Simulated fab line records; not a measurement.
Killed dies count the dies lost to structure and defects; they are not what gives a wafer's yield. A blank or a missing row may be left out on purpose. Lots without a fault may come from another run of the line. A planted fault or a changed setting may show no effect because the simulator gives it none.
Which of the tools did it? || flow n5_finfet || 9 lots with 27 wafers sampled at 4 steps, on a route of 1938 steps

WHAT EACH GAUGE READ, for each wafer
N5_BEOL_M4_RC_MEAS_101.
{"lot": "L226", "measured": "day 9 18:49", "on": "prober-02", "CJ_P": "5.94 5.68 5.83"}
{"lot": "L227", "measured": "day 9 20:58", "on": "prober-01", "CJ_P": "5.71 5.73 5.70"}
{"lot": "L229", "measured": "day 10 11:13", "on": "prober-01", "CJ_P": "5.91 5.95 5.99"}
{"lot": "L230", "measured": "day 10 18:02", "on": "prober-02", "CJ_P": "5.78 5.99 5.85"}
{"lot": "L232", "measured": "day 11 02:08", "on": "prober-02", "CJ_P": "5.73 5.79 5.77"}
{"lot": "L234", "measured": "day 11 17:27", "on": "prober-01", "CJ_P": "4.46 4.41 4.48"}
{"lot": "L235", "measured": "day 11 20:25", "on": "prober-02", "CJ_P": "5.74 5.82 5.83"}
{"lot": "L239", "measured": "day 12 14:25", "on": "prober-01", "CJ_P": "4.45 4.51 4.50"}
{"lot": "L244", "measured": "day 13 16:08", "on": "prober-02", "CJ_P": "5.84 5.89 5.71"}

TOOL THAT RAN EACH LOT (tool first, then ch and the chambers of the sampled wafers, then the start)
{"lot": "L226", "N5_WELL_APT_DESCUM_13": "rie_diel-01 ch 2,3, day 2 19:54", "N5_WELL_APT_IMPLANT_15": "implanter-01 ch 0, day 2 20:11", "N5_WELL_APT_RTA_34": "rtp_anneal-02 ch 0, day 2 21:59"}
{"lot": "L227", "N5_WELL_APT_DESCUM_13": "rie_diel-02 ch 0,3, day 3 01:50", "N5_WELL_APT_IMPLANT_15": "implanter-01 ch 0, day 3 02:08", "N5_WELL_APT_RTA_34": "rtp_anneal-02 ch 0, day 3 03:52"}
{"lot": "L229", "N5_WELL_APT_DESCUM_13": "rie_diel-02 ch 1,3, day 3 14:09", "N5_WELL_APT_IMPLANT_15": "implanter-01 ch 0, day 3 14:26", "N5_WELL_APT_RTA_34": "rtp_anneal-02 ch 0, day 3 16:14"}
{"lot": "L230", "N5_WELL_APT_DESCUM_13": "rie_diel-02 ch 0,2,3, day 3 19:53", "N5_WELL_APT_IMPLANT_15": "implanter-01 ch 0, day 3 20:11", "N5_WELL_APT_RTA_34": "rtp_anneal-02 ch 0, day 3 22:01"}
{"lot": "L232", "N5_WELL_APT_DESCUM_13": "rie_diel-01 ch 2,3, day 4 07:40", "N5_WELL_APT_IMPLANT_15": "implanter-01 ch 0, day 4 07:58", "N5_WELL_APT_RTA_34": "rtp_anneal-01 ch 0, day 4 09:52"}
{"lot": "L234", "N5_WELL_APT_DESCUM_13": "rie_diel-02 ch 1,3, day 4 20:46", "N5_WELL_APT_IMPLANT_15": "implanter-01 ch 0, day 4 21:03", "N5_WELL_APT_RTA_34": "rtp_anneal-01 ch 0, day 4 22:41"}
{"lot": "L235", "N5_WELL_APT_DESCUM_13": "rie_diel-06 ch 1,2,3, day 5 01:48", "N5_WELL_APT_IMPLANT_15": "implanter-02 ch 0, day 5 02:07", "N5_WELL_APT_RTA_34": "rtp_anneal-02 ch 0, day 5 03:44"}
{"lot": "L239", "N5_WELL_APT_DESCUM_13": "rie_diel-01 ch 0,1, day 6 02:09", "N5_WELL_APT_IMPLANT_15": "implanter-01 ch 0, day 6 02:32", "N5_WELL_APT_RTA_34": "rtp_anneal-01 ch 0, day 6 04:15"}
{"lot": "L244", "N5_WELL_APT_DESCUM_13": "rie_diel-06 ch 1,3, day 7 07:50", "N5_WELL_APT_IMPLANT_15": "implanter-02 ch 0, day 7 08:07", "N5_WELL_APT_RTA_34": "rtp_anneal-02 ch 0, day 7 09:50"}
- N5_WELL_APT_DESCUM_13: chemistry O2, time 7.9 s.
- N5_WELL_APT_IMPLANT_15
- N5_WELL_APT_RTA_34: time 10 s.

THE ANSWER, worked out from the rows above alone
Rule: the usual values come from the lots themselves. Put in order of their means at a reading, lots are off if they are a third of the lots or fewer, leave a main group of 4 or more, and stand apart from it by a gap of 3 or more times the standard deviation of the main group's means; of several such gaps the widest counts. A main group is skipped when, at the precision printed for the reading in the tables above, its means are all equal. Also off: a lot with no number at a reading for which 4 or more lots have one. Any other lot the step has rows for is counted as sound.
Off: L234, L239, at N5_BEOL_M4_RC_MEAS_101 (CJ_P). Mean 5.82 and standard deviation 0.071 in the main group.
If a tool, at a process step before that reading, ran all the lots that are off and no sound lot after the first of them, it fits. The gauges at N5_BEOL_M4_RC_MEAS_101 are tried like those tools. Can't be told from this: 3 tools fit, implanter-01 at N5_WELL_APT_IMPLANT_15, rtp_anneal-01 at N5_WELL_APT_RTA_34, prober-01 at N5_BEOL_M4_RC_MEAS_101.

WHAT WAS PUT IN BY THE SIMULATOR
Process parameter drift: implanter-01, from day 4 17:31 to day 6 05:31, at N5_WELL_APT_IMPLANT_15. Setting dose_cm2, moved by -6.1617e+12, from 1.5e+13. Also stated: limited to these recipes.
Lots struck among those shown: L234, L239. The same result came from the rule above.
